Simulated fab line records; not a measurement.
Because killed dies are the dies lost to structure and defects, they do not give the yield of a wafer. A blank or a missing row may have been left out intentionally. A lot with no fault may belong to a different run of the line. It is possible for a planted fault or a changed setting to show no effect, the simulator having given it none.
Chamber matching | flow nand_harc | 4 sister chambers for NHARC_P_M1_DESCUM_14 on rie_diel-13
The step chemistry O2, time 3 s. 14 wafers are shown with their chamber, then 7 later ones without.

== WAFERS WITH THEIR CHAMBER ==
wafer  | chamber | drypump_motor_current_A (A) | oes_product_au (a.u.) | throttle_valve_pct (%)
L076.1 | 1       | 5.1                         | 0.987                 | 11.320
L076.2 | 0       | 6.2                         | 1.006                 | 11.316
L076.6 | 0       | 6.3                         | 1.000                 | 11.317
L078.1 | 2       | 5.8                         | 0.988                 | 11.306
L078.3 | 3       | 6.4                         | 0.986                 | 11.318
L078.6 | 0       | 6.3                         | 0.997                 | 11.300
L081.2 | 1       | 5.0                         | 0.989                 | 11.321
L081.3 | 2       | 5.8                         | 0.996                 | 11.309
L081.6 | 1       | 5.0                         | 1.004                 | 11.309
L084.2 | 1       | 5.0                         | 0.988                 | 11.309
L084.4 | 2       | 5.7                         | 0.996                 | 11.306
L084.5 | 2       | 5.7                         | 0.987                 | 11.326
L085.1 | 2       | 5.8                         | 0.984                 | 11.316
L085.2 | 0       | 6.3                         | 1.019                 | 11.309

SIGNATURES, as means of the wafers listed above
reading                 | chamber 0 | chamber 1 | chamber 2 | chamber 3 | scatter within a chamber
drypump_motor_current_A | 6.275     | 5.025     | 5.760     | 6.400     | 0.052
oes_product_au          | 1.00550   | 0.99200   | 0.99020   | 0.98600   | 0.00774
throttle_valve_pct      | 11.31050  | 11.31475  | 11.31260  | 11.31800  | 0.0078
Rule: for a wafer and a chamber, the distance is found by dividing, reading by reading, the gap between the wafer's reading and the chamber's mean by the reading's scatter, squaring, summing and taking the root. The wafer belongs to the nearest chamber; if the next one is less than 2 further off, it can't be placed. The scatter: the root of (the sum of the squares of (reading less its chamber's mean) over the shown wafers, divided by (wafers less chambers)).

== WAFERS WHOSE CHAMBER IS MISSING ==
wafer  | drypump_motor_current_A (A) | oes_product_au (a.u.) | throttle_valve_pct (%)
L085.6 | 6.5                         | 0.989                 | 11.305
L088.1 | 6.3                         | 1.003                 | 11.313
L088.2 | 5.7                         | 0.982                 | 11.320
L088.4 | 5.0                         | 0.974                 | 11.313
L090.1 | 5.1                         | 0.991                 | 11.306
L090.2 | 6.3                         | 1.020                 | 11.319
L090.6 | 6.4                         | 1.000                 | 11.322

== EACH ONE'S CHAMBER ==
wafer  | from the rows above     | in truth
L085.6 | 3                       | 3
L088.1 | 0                       | 0
L088.2 | 2                       | 2
L088.4 | 1                       | 1
L090.1 | 1                       | 1
L090.2 | 0                       | 0
L090.6 | can't be placed: 3 or 0 | 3
6 of 7 placed correctly. Can't be placed from these rows: 1 (the true chamber is among the candidates in 1). Wrongly placed: 0.
